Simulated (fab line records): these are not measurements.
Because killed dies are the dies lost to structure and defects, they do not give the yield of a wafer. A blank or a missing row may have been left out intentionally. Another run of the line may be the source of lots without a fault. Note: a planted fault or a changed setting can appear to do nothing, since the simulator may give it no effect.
What tool caused it? / flow n5 finfet / 72 wafers from 24 lots sampled at 4 of the route's 1938 steps

== WHAT EACH GAUGE READ, for each wafer ==
N5_BEOL_M5_OVL_MEAS_12.
lot=L075; measured=day 7 22:57; on=overlay-01; M5_OVL (nm)=0.2 0.0 0.3
lot=L074; measured=day 8 03:12; on=overlay-01; M5_OVL (nm)=-0.4 0.6 0.6
lot=L076; measured=day 8 06:18; on=overlay-01; M5_OVL (nm)=-0.2 0.4 -1.7
lot=L077; measured=day 8 20:35; on=overlay-02; M5_OVL (nm)=-0.2 0.9 0.2
lot=L078; measured=day 8 20:56; on=overlay-01; M5_OVL (nm)=1.1 0.3 1.2
lot=L079; measured=day 9 03:39; on=overlay-01; M5_OVL (nm)=-0.4 0.4 -0.9
lot=L080; measured=day 9 12:53; on=overlay-02; M5_OVL (nm)=-0.2 0.5 -0.1
lot=L081; measured=day 9 22:02; on=overlay-02; M5_OVL (nm)=0.0 -0.6 -0.5
lot=L082; measured=day 9 22:43; on=overlay-01; M5_OVL (nm)=-0.5 -0.1 0.5
lot=L084; measured=day 10 04:12; on=overlay-01; M5_OVL (nm)=0.3 1.4 1.2
lot=L083; measured=day 10 07:28; on=overlay-02; M5_OVL (nm)=-0.8 0.1 -0.4
lot=L085; measured=day 10 13:45; on=overlay-01; M5_OVL (nm)=0.1 -0.5 0.1
lot=L087; measured=day 11 11:50; on=overlay-02; M5_OVL (nm)=-0.3 -0.2 -1.2
lot=L086; measured=day 11 14:33; on=overlay-02; M5_OVL (nm)=0.4 0.3 1.2
lot=L088; measured=day 11 19:43; on=overlay-01; M5_OVL (nm)=1.4 1.7 1.5
lot=L089; measured=day 12 14:53; on=overlay-02; M5_OVL (nm)=0.5 -0.2 -0.4
lot=L093; measured=day 12 15:13; on=overlay-01; M5_OVL (nm)=0.0 -0.6 0.2
lot=L090; measured=day 12 15:19; on=overlay-02; M5_OVL (nm)=-1.0 -0.6 -0.3
lot=L091; measured=day 12 18:05; on=overlay-02; M5_OVL (nm)=0.0 -0.7 0.3
lot=L092; measured=day 13 02:23; on=overlay-02; M5_OVL (nm)=0.6 0.4 0.2
lot=L095; measured=day 13 17:00; on=overlay-02; M5_OVL (nm)=-1.0 -1.3 -0.8
lot=L094; measured=day 13 22:04; on=overlay-01; M5_OVL (nm)=-0.1 0.7 0.0
lot=L097; measured=day 14 04:38; on=overlay-02; M5_OVL (nm)=-0.4 0.3 -1.0
lot=L096; measured=day 14 12:32; on=overlay-02; M5_OVL (nm)=0.7 0.8 0.2

N5_BEOL_M5_CD_MEAS_18: pitch 56 nm, target cd 28 nm.
lot=L075; measured=day 7 23:40; on=cd sem-02; cd nm (nm)=27.9 28.0 27.9
lot=L074; measured=day 8 03:43; on=cd sem-01; cd nm (nm)=27.4 27.6 27.7
lot=L076; measured=day 8 06:49; on=cd sem-01; cd nm (nm)=27.9 28.5 27.7
lot=L077; measured=day 8 21:17; on=cd sem-02; cd nm (nm)=27.3 27.7 28.0
lot=L078; measured=day 8 21:36; on=cd sem-01; cd nm (nm)=27.3 28.5 27.8
lot=L079; measured=day 9 04:10; on=cd sem-02; cd nm (nm)=28.1 27.7 27.5
lot=L080; measured=day 9 13:25; on=cd sem-01; cd nm (nm)=28.0 27.9 28.3
lot=L081; measured=day 9 22:47; on=cd sem-01; cd nm (nm)=27.7 27.9 28.1
lot=L082; measured=day 9 23:24; on=cd sem-01; cd nm (nm)=27.6 28.0 28.1
lot=L084; measured=day 10 04:48; on=cd sem-03; cd nm (nm)=27.7 27.9 28.3
lot=L083; measured=day 10 08:15; on=cd sem-01; cd nm (nm)=27.3 28.6 28.7
lot=L085; measured=day 10 14:16; on=cd sem-02; cd nm (nm)=28.0 27.2 28.7
lot=L087; measured=day 11 12:22; on=cd sem-03; cd nm (nm)=27.7 27.4 27.1
lot=L086; measured=day 11 15:06; on=cd sem-01; cd nm (nm)=27.6 27.8 28.0
lot=L088; measured=day 11 20:28; on=cd sem-02; cd nm (nm)=28.3 27.1 27.1
lot=L089; measured=day 12 15:31; on=cd sem-02; cd nm (nm)=28.3 28.4 28.3
lot=L093; measured=day 12 15:52; on=cd sem-01; cd nm (nm)=27.3 27.8 27.7
lot=L090; measured=day 12 15:58; on=cd sem-03; cd nm (nm)=27.3 27.2 28.3
lot=L091; measured=day 12 18:41; on=cd sem-03; cd nm (nm)=27.6 27.6 27.7
lot=L092; measured=day 13 03:03; on=cd sem-03; cd nm (nm)=28.2 27.8 27.7
lot=L095; measured=day 13 17:34; on=cd sem-03; cd nm (nm)=27.5 27.7 27.7
lot=L094; measured=day 13 22:40; on=cd sem-02; cd nm (nm)=28.1 28.1 28.5
lot=L097; measured=day 14 05:27; on=cd sem-03; cd nm (nm)=27.2 27.8 27.4
lot=L096; measured=day 14 13:04; on=cd sem-02; cd nm (nm)=28.0 27.8 27.7

N5_BEOL_M5_OVL_MEAS_29.
lot=L075; measured=day 8 00:35; on=overlay-02; V4_OVL (nm)=0.9 -0.1 0.7
lot=L074; measured=day 8 05:05; on=overlay-02; V4_OVL (nm)=0.2 -0.4 0.3
lot=L076; measured=day 8 07:13; on=overlay-01; V4_OVL (nm)=-1.3 0.4 -0.1
lot=L077; measured=day 8 21:38; on=overlay-01; V4_OVL (nm)=1.0 0.8 1.0
lot=L078; measured=day 8 22:50; on=overlay-02; V4_OVL (nm)=0.9 0.2 -1.2
lot=L079; measured=day 9 08:29; on=overlay-01; V4_OVL (nm)=-0.7 0.2 -0.9
lot=L080; measured=day 9 15:18; on=overlay-02; V4_OVL (nm)=-0.5 0.2 -0.7
lot=L081; measured=day 10 00:20; on=overlay-01; V4_OVL (nm)=0.5 0.3 -0.1
lot=L082; measured=day 10 00:30; on=overlay-01; V4_OVL (nm)=0.4 0.4 0.8
lot=L084; measured=day 10 06:00; on=overlay-02; V4_OVL (nm)=-0.1 -0.1 0.0
lot=L083; measured=day 10 10:48; on=overlay-01; V4_OVL (nm)=0.2 0.3 -0.4
lot=L085; measured=day 10 17:05; on=overlay-01; V4_OVL (nm)=1.7 0.3 -0.1
lot=L087; measured=day 11 12:55; on=overlay-02; V4_OVL (nm)=0.1 -0.2 0.2
lot=L086; measured=day 11 20:22; on=overlay-02; V4_OVL (nm)=1.0 0.0 0.4
lot=L088; measured=day 11 20:49; on=overlay-02; V4_OVL (nm)=-0.6 -0.2 -0.6
lot=L089; measured=day 12 16:03; on=overlay-02; V4_OVL (nm)=-0.6 -0.1 -1.2
lot=L093; measured=day 12 16:54; on=overlay-02; V4_OVL (nm)=0.0 0.2 0.3
lot=L090; measured=day 12 16:40; on=overlay-01; V4_OVL (nm)=-0.6 -0.1 -0.1
lot=L091; measured=day 13 02:34; on=overlay-01; V4_OVL (nm)=0.2 0.0 -1.2
lot=L092; measured=day 13 06:17; on=overlay-02; V4_OVL (nm)=0.4 0.1 0.2
lot=L095; measured=day 13 17:59; on=overlay-02; V4_OVL (nm)=-0.7 -0.7 -0.9
lot=L094; measured=day 14 00:37; on=overlay-01; V4_OVL (nm)=0.1 -0.4 -0.3
lot=L097; measured=day 14 07:20; on=overlay-02; V4_OVL (nm)=0.0 0.5 -0.4
lot=L096; measured=day 14 13:25; on=overlay-02; V4_OVL (nm)=0.2 1.2 -0.1

== EACH LOT AND THE TOOL THAT RAN IT (in order: tool; ch and the chambers of the sampled wafers; start) ==
lot=L075; N5_BEOL_M5_ETCH_62=rie diel-06 ch 0,1,3, day 7 23:07
lot=L074; N5_BEOL_M5_ETCH_62=rie diel-06 ch 0,2,3, day 8 03:22
lot=L076; N5_BEOL_M5_ETCH_62=rie diel-03 ch 0,2,3, day 8 06:28
lot=L077; N5_BEOL_M5_ETCH_62=rie diel-03 ch 1,2,3, day 8 20:55
lot=L078; N5_BEOL_M5_ETCH_62=rie diel-03 ch 2,3, day 8 21:15
lot=L079; N5_BEOL_M5_ETCH_62=rie diel-03 ch 1,2,3, day 9 03:49
lot=L080; N5_BEOL_M5_ETCH_62=rie diel-06 ch 0,2,3, day 9 13:04
lot=L081; N5_BEOL_M5_ETCH_62=rie diel-06 ch 1,3, day 9 22:11
lot=L082; N5_BEOL_M5_ETCH_62=rie diel-01 ch 0,1,3, day 9 22:54
lot=L084; N5_BEOL_M5_ETCH_62=rie diel-03 ch 0,3, day 10 04:22
lot=L083; N5_BEOL_M5_ETCH_62=rie diel-06 ch 0,2, day 10 07:49
lot=L085; N5_BEOL_M5_ETCH_62=rie diel-01 ch 0,2,3, day 10 13:55
lot=L087; N5_BEOL_M5_ETCH_62=rie diel-01 ch 2,3, day 11 12:00
lot=L086; N5_BEOL_M5_ETCH_62=rie diel-06 ch 0,1,3, day 11 14:43
lot=L088; N5_BEOL_M5_ETCH_62=rie diel-01 ch 0,2,3, day 11 20:07
lot=L089; N5_BEOL_M5_ETCH_62=rie diel-06 ch 0,1,3, day 12 15:04
lot=L093; N5_BEOL_M5_ETCH_62=rie diel-01 ch 0,1, day 12 15:23
lot=L090; N5_BEOL_M5_ETCH_62=rie diel-01 ch 0,2,3, day 12 15:37
lot=L091; N5_BEOL_M5_ETCH_62=rie diel-01 ch 0,1,3, day 12 18:20
lot=L092; N5_BEOL_M5_ETCH_62=rie diel-03 ch 1,2,3, day 13 02:34
lot=L095; N5_BEOL_M5_ETCH_62=rie diel-03 ch 0,1,2, day 13 17:10
lot=L094; N5_BEOL_M5_ETCH_62=rie diel-03 ch 1,2, day 13 22:13
lot=L097; N5_BEOL_M5_ETCH_62=rie diel-01 ch 0,1,2, day 14 04:52
lot=L096; N5_BEOL_M5_ETCH_62=rie diel-03 ch 0,2, day 14 12:43
- N5_BEOL_M5_ETCH_62: etches SOC in N2/H2, target depth 75 nm, overetch 15 nm, time 112.5 s.

== AS READ BY THE TOOLS THEMSELVES (means over the sampled wafers that have a number; for cases with no such wafer, the mark the record gives instead) ==
N5_BEOL_M5_ETCH_62.
lot=L075; tool=rie diel-06; drypump motor current A (A)=5.7; oes product au (a.u.)=0.61; rf fwd power W (W)=834.5; rf vpp V (V)=524.7; showerhead plenum p Torr (Torr)=2.52; throttle valve pct (%)=17.75
lot=L074; tool=rie diel-06; drypump motor current A (A)=5.7; oes product au (a.u.)=0.65; rf fwd power W (W)=837.9; rf vpp V (V)=523.5; showerhead plenum p Torr (Torr)=2.52; throttle valve pct (%)=17.66
lot=L076; tool=rie diel-03; drypump motor current A (A)=6.2; oes product au (a.u.)=0.54; rf fwd power W (W)=837.2; rf vpp V (V)=524.9; showerhead plenum p Torr (Torr)=2.58; throttle valve pct (%)=17.95
lot=L077; tool=rie diel-03; drypump motor current A (A)=5.9; oes product au (a.u.)=0.60; rf fwd power W (W)=834.4; rf vpp V (V)=525.3; showerhead plenum p Torr (Torr)=2.58; throttle valve pct (%)=17.86
lot=L078; tool=rie diel-03; drypump motor current A (A)=5.8; oes product au (a.u.)=0.54; rf fwd power W (W)=838.8; rf vpp V (V)=524.8; showerhead plenum p Torr (Torr)=2.59; throttle valve pct (%)=17.99
lot=L079; tool=rie diel-03; drypump motor current A (A)=5.9; oes product au (a.u.)=0.60; rf fwd power W (W)=835.0; rf vpp V (V)=525.0; showerhead plenum p Torr (Torr)=2.58; throttle valve pct (%)=17.87
lot=L080; tool=rie diel-06; drypump motor current A (A)=5.6; oes product au (a.u.)=0.64; rf fwd power W (W)=836.8; rf vpp V (V)=524.9; showerhead plenum p Torr (Torr)=2.52; throttle valve pct (%)=17.66
lot=L081; tool=rie diel-06; drypump motor current A (A)=5.5; oes product au (a.u.)=0.61; rf fwd power W (W)=839.9; rf vpp V (V)=525.8; showerhead plenum p Torr (Torr)=2.61; throttle valve pct (%)=17.70
lot=L082; tool=rie diel-01; drypump motor current A (A)=5.3; oes product au (a.u.)=0.58; rf fwd power W (W)=834.7; rf vpp V (V)=523.3; showerhead plenum p Torr (Torr)=2.53; throttle valve pct (%)=17.97
lot=L084; tool=rie diel-03; drypump motor current A (A)=6.1; oes product au (a.u.)=0.69; rf fwd power W (W)=834.8; rf vpp V (V)=525.9; showerhead plenum p Torr (Torr)=2.62; throttle valve pct (%)=17.73
lot=L083; tool=rie diel-06; drypump motor current A (A)=5.4; oes product au (a.u.)=0.66; rf fwd power W (W)=837.9; rf vpp V (V)=521.9; showerhead plenum p Torr (Torr)=2.46; throttle valve pct (%)=17.59
lot=L085; tool=rie diel-01; drypump motor current A (A)=5.7; oes product au (a.u.)=0.60; rf fwd power W (W)=834.3; rf vpp V (V)=522.9; showerhead plenum p Torr (Torr)=2.50; throttle valve pct (%)=17.99
lot=L087; tool=rie diel-01; drypump motor current A (A)=6.0; oes product au (a.u.)=0.60; rf fwd power W (W)=835.8; rf vpp V (V)=523.1; showerhead plenum p Torr (Torr)=2.51; throttle valve pct (%)=17.91
lot=L086; tool=rie diel-06; drypump motor current A (A)=5.7; oes product au (a.u.)=0.59; rf fwd power W (W)=838.7; rf vpp V (V)=523.6; showerhead plenum p Torr (Torr)=2.52; throttle valve pct (%)=17.79
lot=L088; tool=rie diel-01; drypump motor current A (A)=5.7; oes product au (a.u.)=0.60; rf fwd power W (W)=834.2; rf vpp V (V)=523.2; showerhead plenum p Torr (Torr)=2.50; throttle valve pct (%)=18.00
lot=L089; tool=rie diel-06; drypump motor current A (A)=5.7; oes product au (a.u.)=0.58; rf fwd power W (W)=835.4; rf vpp V (V)=523.6; showerhead plenum p Torr (Torr)=2.51; throttle valve pct (%)=17.82
lot=L093; tool=rie diel-01; drypump motor current A (A)=4.9; oes product au (a.u.)=0.56; rf fwd power W (W)=837.5; rf vpp V (V)=525.6; showerhead plenum p Torr (Torr)=2.59; throttle valve pct (%)=17.94
lot=L090; tool=rie diel-01; drypump motor current A (A)=5.7; oes product au (a.u.)=0.58; rf fwd power W (W)=836.1; rf vpp V (V)=521.8; showerhead plenum p Torr (Torr)=2.50; throttle valve pct (%)=18.01
lot=L091; tool=rie diel-01; drypump motor current A (A)=5.3; oes product au (a.u.)=0.56; rf fwd power W (W)=837.2; rf vpp V (V)=523.0; showerhead plenum p Torr (Torr)=2.53; throttle valve pct (%)=18.02
lot=L092; tool=rie diel-03; drypump motor current A (A)=5.9; oes product au (a.u.)=0.64; rf fwd power W (W)=835.8; rf vpp V (V)=524.3; showerhead plenum p Torr (Torr)=2.56; throttle valve pct (%)=17.76
lot=L095; tool=rie diel-03; drypump motor current A (A)=6.3; oes product au (a.u.)=0.69; rf fwd power W (W)=841.0; rf vpp V (V)=523.8; showerhead plenum p Torr (Torr)=2.56; throttle valve pct (%)=17.61
lot=L094; tool=rie diel-03; drypump motor current A (A)=6.0; oes product au (a.u.)=0.68; rf fwd power W (W)=831.1; rf vpp V (V)=524.2; showerhead plenum p Torr (Torr)=2.55; throttle valve pct (%)=17.65
lot=L097; tool=rie diel-01; drypump motor current A (A)=5.4; oes product au (a.u.)=0.58; rf fwd power W (W)=837.2; rf vpp V (V)=524.9; showerhead plenum p Torr (Torr)=2.56; throttle valve pct (%)=17.95
lot=L096; tool=rie diel-03; drypump motor current A (A)=6.5; oes product au (a.u.)=0.70; rf fwd power W (W)=836.0; rf vpp V (V)=523.7; showerhead plenum p Torr (Torr)=2.56; throttle valve pct (%)=17.61

== THE ANSWER, worked out from the rows above alone ==
Rule: the usual values come from the lots themselves. Put in order of their means at a reading, lots are off if they are a third of the lots or fewer, leave a main group of 4 or more, and stand apart from it by a gap of 3 or more times the standard deviation of the main group's means; of several such gaps the widest counts. The tables above print the reading to a certain number of digits; a main group whose means all agree to those digits is not used. A lot without any number at a reading at which 4 lots or more have one is off too. The other lots that the step has rows for count as sound. The gauges are gone through in route order, then the tools' own readings, and for those a lot's mean is taken as printed above. The first step at which some lot is off is used, and at that step the reading that is off furthest; a lot without a number counts as furthest.
Nothing can be told from this: no lot is off at any reading shown.

== WHAT WAS PUT IN BY THE SIMULATOR ==
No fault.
